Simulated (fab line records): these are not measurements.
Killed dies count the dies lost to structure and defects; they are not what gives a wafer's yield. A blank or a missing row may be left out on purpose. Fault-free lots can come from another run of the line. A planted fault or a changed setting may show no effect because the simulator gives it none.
The tool behind it: which one? ; flow n5_finfet ; 11 lots, 30 wafers sampled, at 4 steps of a route of 1938

WHAT EACH GAUGE READ, for each wafer
N5_BEOL_M8_THK_MEAS_53: measures by xrf.
lot;measured;on;M8_THK (nm)
L980;day 10 06:58;film_metro-01;79.7 81.0
L982;day 10 10:06;film_metro-01;82.8 81.4 78.0
L983;day 10 21:34;film_metro-02;78.8 82.9 82.0
L984;day 10 22:25;film_metro-01;80.8 82.1
L985;day 11 17:37;film_metro-01;79.3 80.3 82.3
L988;day 11 18:11;film_metro-01;78.5 82.0 81.2
L986;day 12 00:11;film_metro-02;80.4 78.4
L995;day 13 23:42;film_metro-02;80.6 81.0 78.3
L997;day 14 19:51;film_metro-02;83.2 78.1 81.2
L999;day 14 20:03;film_metro-02;79.4 78.9 80.6
L101;day 15 22:22;film_metro-01;80.5 82.8 79.0

WHICH TOOL RAN EACH LOT (tool, then ch and the chambers of the sampled wafers, then the start)
lot;N5_BEOL_M8_DESCUM_33;N5_BEOL_M8_ETCH_65;N5_BEOL_M8_ALD_77
L980;rie_diel-02 ch 2,3, day 10 04:02;rie_diel-02 ch 2,3, day 10 04:05;ald_metal-02 ch 0,1, day 10 05:22
L982;rie_diel-03 ch 1,2,3, day 10 05:58;rie_diel-03 ch 1,2,3, day 10 06:01;ald_metal-02 ch 0,1,2, day 10 07:25
L983;rie_diel-02 ch 1,3, day 10 18:36;rie_diel-02 ch 1,3, day 10 18:39;ald_metal-03 ch 0,1,3, day 10 19:56
L984;rie_diel-04 ch 1, day 10 18:46;rie_diel-04 ch 1, day 10 18:49;ald_metal-03 ch 1,3, day 10 20:19
L985;rie_diel-02 ch 1,2,3, day 11 13:29;rie_diel-02 ch 1,2,3, day 11 13:32;ald_metal-03 ch 0,1, day 11 14:37
L988;rie_diel-02 ch 0,2, day 11 14:35;rie_diel-02 ch 0,2, day 11 14:38;ald_metal-03 ch 0,1, day 11 16:50
L986;rie_diel-03 ch 0,3, day 11 21:49;rie_diel-03 ch 0,3, day 11 21:52;ald_metal-01 ch 0,3, day 11 22:55
L995;rie_diel-04 ch 2,3, day 13 19:31;rie_diel-04 ch 2,3, day 13 19:34;ald_metal-02 ch 0,2, day 13 21:39
L997;rie_diel-03 ch 0,1,2, day 14 16:22;rie_diel-03 ch 0,1,2, day 14 16:25;ald_metal-02 ch 0,3, day 14 18:26
L999;rie_diel-04 ch 1,2,3, day 14 16:41;rie_diel-04 ch 1,2,3, day 14 16:45;ald_metal-01 ch 0,3, day 14 18:35
L101;rie_diel-04 ch 0,1,3, day 15 18:27;rie_diel-04 ch 0,1,3, day 15 18:31;ald_metal-01 ch 0,2,3, day 15 19:31
- N5_BEOL_M8_DESCUM_33: chemistry O2, time 7 s.
- N5_BEOL_M8_ETCH_65: etches SiARC in CF4, target depth 15.6 nm, time 26 s.
- N5_BEOL_M8_ALD_77: deposits TaN, target thk 2 nm, pulse time 2 s, purge time 3 s.

AS READ BY THE TOOLS THEMSELVES (means over the sampled wafers that have a number; for cases with no such wafer, the mark the record gives instead)
N5_BEOL_M8_DESCUM_33.
lot;tool;drypump_motor_current_A (A);o2_flow_sccm (sccm);oes_product_au (a.u.);rf_vpp_V (V);showerhead_plenum_p_Torr (Torr);throttle_valve_pct (%)
L980;rie_diel-02;5.5;225.4;0.88;243.2;2.12;20.26
L982;rie_diel-03;5.5;225.0;0.82;241.8;2.01;20.49
L983;rie_diel-02;5.9;225.5;0.88;243.9;2.16;20.16
L984;rie_diel-04;5.8;225.2;0.84;242.1;2.04;20.31
L985;rie_diel-02;5.9;224.8;0.85;243.3;2.10;20.31
L988;rie_diel-02;5.5;224.8;0.85;241.6;2.06;20.43
L986;rie_diel-03;5.3;224.3;0.78;242.2;2.01;20.54
L995;rie_diel-04;6.3;224.9;0.87;243.3;2.11;20.24
L997;rie_diel-03;5.5;225.4;0.85;241.9;2.02;20.48
L999;rie_diel-04;6.1;225.1;0.82;242.2;2.08;20.28
L101;rie_diel-04;5.8;224.6;0.82;241.7;2.05;20.52

N5_BEOL_M8_ETCH_65.
lot;tool;bias_w (W);drypump_motor_current_A (A);etch_rf_on_time_s (s);oes_product_au (a.u.);rf_vpp_V (V);showerhead_plenum_p_Torr (Torr);throttle_valve_pct (%)
L980;rie_diel-02;35.95;5.5;25.3;0.76;185.1;2.19;15.47
L982;rie_diel-03;36.12;5.5;25.6;0.70;183.8;2.07;15.70
L983;rie_diel-02;36.01;5.9;25.3;0.76;184.7;2.22;15.39
L984;rie_diel-04;36.00;5.8;25.7;0.73;184.2;2.08;15.39
L985;rie_diel-02;35.99;5.9;25.5;0.74;184.1;2.15;15.47
L988;rie_diel-02;35.98;5.5;26.1;0.72;183.7;2.11;15.54
L986;rie_diel-03;36.00;5.3;26.2;0.67;182.9;2.06;15.77
L995;rie_diel-04;36.01;6.3;25.7;0.73;184.0;2.17;15.49
L997;rie_diel-03;36.05;5.6;25.8;0.72;183.4;2.08;15.69
L999;rie_diel-04;35.96;6.1;25.7;0.71;183.7;2.13;15.48
L101;rie_diel-04;35.95;5.8;26.1;0.69;183.5;2.10;15.66

N5_BEOL_M8_ALD_77.
lot;tool;heater_power_w (W);precursor_vessel_pressure_torr (Torr);precursor_vessel_temp_c (C)
L980;ald_metal-02;399;26.27;74.82
L982;ald_metal-02;423;26.26;74.89
L983;ald_metal-03;461;26.28;74.98
L984;ald_metal-03;478;26.26;75.00
L985;ald_metal-03;452;26.27;75.02
L988;ald_metal-03;440;26.22;74.92
L986;ald_metal-01;470;26.30;74.94
L995;ald_metal-02;444;26.29;75.01
L997;ald_metal-02;409;26.25;74.92
L999;ald_metal-01;461;26.24;75.10
L101;ald_metal-01;465;26.26;75.00

THE ANSWER, worked out from the rows above alone
Rule: what is usual is taken from the lots themselves. Put in order of their means at a reading, lots are off if they are a third of the lots or fewer, leave a main group of 4 or more, and stand apart from it by a gap of 3 or more times the standard deviation of the main group's means; of several such gaps the widest counts. If all means in a main group match to the digits the tables above print for the reading, that group is not used. A lot without any number at a reading at which 4 lots or more have one is off too. Where the step has rows for the other lots, those lots are counted as sound. First the gauges in route order, then the tools' own readings, where a lot's mean is used as printed above. The first step at which some lot is off is used, and at that step the reading that is off furthest; a lot without a number counts as furthest.
No lot is off on any of the readings shown, so nothing can be concluded from this.

WHAT WAS PUT IN BY THE SIMULATOR
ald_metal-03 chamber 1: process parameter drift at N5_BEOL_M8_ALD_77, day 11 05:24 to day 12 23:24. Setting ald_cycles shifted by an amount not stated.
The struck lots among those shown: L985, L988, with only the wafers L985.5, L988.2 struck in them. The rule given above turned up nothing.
